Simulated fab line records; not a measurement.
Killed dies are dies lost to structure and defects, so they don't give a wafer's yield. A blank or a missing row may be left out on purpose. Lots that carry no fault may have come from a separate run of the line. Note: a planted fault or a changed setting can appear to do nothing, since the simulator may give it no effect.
Which tool is to blame? ; flow n5 finfet ; 30 wafers from 10 lots sampled at 4 of the route's 1938 steps

== WHAT EACH GAUGE READ, for each wafer ==
N5_BEOL_M6_CD_MEAS_18: pitch 80 nm, target cd 40 nm. Usual: 40.1 nm for cd nm, sd 0.76.
lot;measured;on;cd nm (nm);flag
L777;day 8 13:41;cd sem-03;39.4 40.6 38.8;
L780;day 9 11:40;cd sem-03;40.4 40.2 39.5;
L779;day 9 23:43;cd sem-02;40.1 39.8 39.5;
L781;day 10 06:38;cd sem-02;40.1 40.6 40.3;
L782;day 10 17:05;cd sem-03;39.0 41.6 41.7;
L785;day 11 06:13;cd sem-02;40.3 40.6 40.2;
L793;day 12 18:56;cd sem-03;40.5 39.3 40.4;
L794;day 13 11:06;cd sem-03;40.6 41.3 41.2;
L798;day 14 18:40;cd sem-02;40.0 40.6 41.5;
L800;day 14 21:58;cd sem-03;40.6 39.6 40.8;

N5_BEOL_M6_OCD_MEAS_38. Usual: 94.6 nm for trench depth nm, sd 2.5.
lot;measured;on;trench depth nm (nm);flag
L777;day 8 14:51;ocd-01;92.8 93.2 89.0;
L780;day 9 13:35;ocd-02;99.5 94.2 100.0;
L779;day 10 00:50;ocd-02;94.8 90.7 98.7;
L781;day 10 07:52;ocd-02;94.5 98.9 90.7;
L782;day 10 18:39;ocd-02;92.4 95.7 99.9;
L785;day 11 08:29;ocd-01;93.3 95.6 98.7;
L793;day 12 21:47;ocd-01;94.8 90.8 94.4;
L794;day 13 13:56;ocd-02;95.5 96.4 94.3;
L798;day 14 21:38;ocd-01;95.4 97.3 95.1;
L800;day 15 02:34;ocd-02;93.7 97.8 90.0;

== WHICH TOOL RAN EACH LOT (tool, then ch and the chambers of the sampled wafers, then the start) ==
lot;N5_BEOL_M6_ETCH_65;N5_BEOL_M6_ETCH_66
L777;rie diel-04 ch 0,2,3, day 8 14:29;rie diel-04 ch 0,2,3, day 8 14:31
L780;rie diel-06 ch 2,3, day 9 13:12;rie diel-06 ch 2,3, day 9 13:14
L779;rie diel-04 ch 0,1,2, day 10 00:28;rie diel-04 ch 0,1,2, day 10 00:29
L781;rie diel-04 ch 0,1,2, day 10 07:30;rie diel-04 ch 0,1,2, day 10 07:32
L782;rie diel-04 ch 1,2,3, day 10 18:16;rie diel-04 ch 1,2,3, day 10 18:18
L785;rie diel-04 ch 0,1,3, day 11 08:06;rie diel-04 ch 0,1,3, day 11 08:08
L793;rie diel-04 ch 0,2,3, day 12 21:25;rie diel-04 ch 0,2,3, day 12 21:26
L794;rie diel-01 ch 0,1,2, day 13 13:34;rie diel-01 ch 0,1,2, day 13 13:35
L798;rie diel-01 ch 0,2,3, day 14 21:16;rie diel-01 ch 0,2,3, day 14 21:17
L800;rie diel-04 ch 0,1,2, day 15 02:12;rie diel-04 ch 0,1,2, day 15 02:14
- N5_BEOL_M6_ETCH_65: etches SiARC in CF4, target depth 15.6 nm, time 26 s.
- N5_BEOL_M6_ETCH_66: etches SOC in N2/H2, target depth 80 nm, overetch 16 nm, time 120 s.

== WHAT THE TOOLS THEMSELVES READ (means of the sampled wafers that have a number; where no wafer has one, the mark that the record gives instead) ==
N5_BEOL_M6_ETCH_65. Usual: drypump motor current A is 5.6 A with standard deviation 0.4, etch rf on time s is 25.8 s with standard deviation 0.72, oes product au is 0.69 a.u. with standard deviation 0.069, rf fwd power W is 532.8 W with standard deviation 2.2, rf vpp V is 183.8 V with standard deviation 1.1, showerhead plenum p Torr is 2.12 Torr with standard deviation 0.06, and throttle valve pct is 15.51 % with standard deviation 0.11.
lot;tool;drypump motor current A (A);etch rf on time s (s);oes product au (a.u.);rf fwd power W (W);rf vpp V (V);showerhead plenum p Torr (Torr);throttle valve pct (%);flag
L777;rie diel-04;5.7;26.4;0.66;533.4;184.3;2.09;15.50;
L780;rie diel-06;5.6;24.5;0.74;531.1;183.0;2.14;15.53;
L779;rie diel-04;5.9;25.9;0.69;534.4;184.4;2.13;15.46;
L781;rie diel-04;5.9;25.8;0.69;534.4;182.5;2.13;15.45;
L782;rie diel-04;5.6;26.1;0.69;533.9;183.8;2.13;15.52;
L785;rie diel-04;5.6;25.8;0.70;534.9;183.9;2.11;15.52;
L793;rie diel-04;5.7;23.5;0.69;531.3;183.3;2.08;15.57;OFF
L794;rie diel-01;5.4;25.8;0.71;531.9;183.8;2.13;15.52;
L798;rie diel-01;5.6;25.7;0.70;531.9;183.5;2.12;15.44;
L800;rie diel-04;5.9;26.1;0.64;532.1;183.9;2.12;15.53;

N5_BEOL_M6_ETCH_66. Usual: drypump motor current A is 5.7 A with standard deviation 0.4, oes product au is 0.62 a.u. with standard deviation 0.056, rf fwd power W is 835.8 W with standard deviation 2.8, rf vpp V is 523.3 V with standard deviation 2.4, showerhead plenum p Torr is 2.53 Torr with standard deviation 0.08, temp c is 39.99 C with standard deviation 0.11, and throttle valve pct is 17.74 % with standard deviation 0.14.
lot;tool;drypump motor current A (A);oes product au (a.u.);rf fwd power W (W);rf vpp V (V);showerhead plenum p Torr (Torr);temp c (C);throttle valve pct (%);flag
L777;rie diel-04;5.7;0.59;834.4;522.1;2.48;40.09;17.66;
L780;rie diel-06;5.5;0.64;836.7;523.1;2.54;39.98;17.71;
L779;rie diel-04;5.9;0.62;838.0;523.5;2.53;39.96;17.68;
L781;rie diel-04;5.9;0.61;836.6;522.9;2.53;39.99;17.69;
L782;rie diel-04;5.6;0.62;837.4;523.0;2.53;40.04;17.76;
L785;rie diel-04;5.7;0.63;835.1;521.9;2.50;40.11;17.77;
L793;rie diel-04;5.7;0.57;835.5;521.2;2.47;40.01;17.73;
L794;rie diel-01;5.4;0.63;836.0;524.2;2.53;40.04;17.71;
L798;rie diel-01;5.6;0.63;832.4;524.5;2.53;40.01;17.71;
L800;rie diel-04;5.9;0.58;832.7;522.6;2.51;39.99;17.75;

== THE ANSWER, worked out from the rows above alone ==
Rule: lot off if the mean of its wafers having a number is beyond 3 standard deviations from the usual mean. Also off: a lot with no number at a reading for which 4 or more lots have one. All remaining lots with rows at the step are treated as sound. Order of review: gauges by route order, followed by the tools' own readings, for which a lot's mean as printed above is used. At the first step where some lot is off, the reading lying furthest off is the one used; lots without a number count as furthest.
Off, at N5_BEOL_M6_ETCH_65 on etch rf on time s: L793.
If a tool, at that step or one of the process steps before it, ran each lot that is off and ran no sound lot following the first of them, it fits. Not one of the candidates tried fits.

== WHAT THE SIMULATOR HAD INSERTED ==
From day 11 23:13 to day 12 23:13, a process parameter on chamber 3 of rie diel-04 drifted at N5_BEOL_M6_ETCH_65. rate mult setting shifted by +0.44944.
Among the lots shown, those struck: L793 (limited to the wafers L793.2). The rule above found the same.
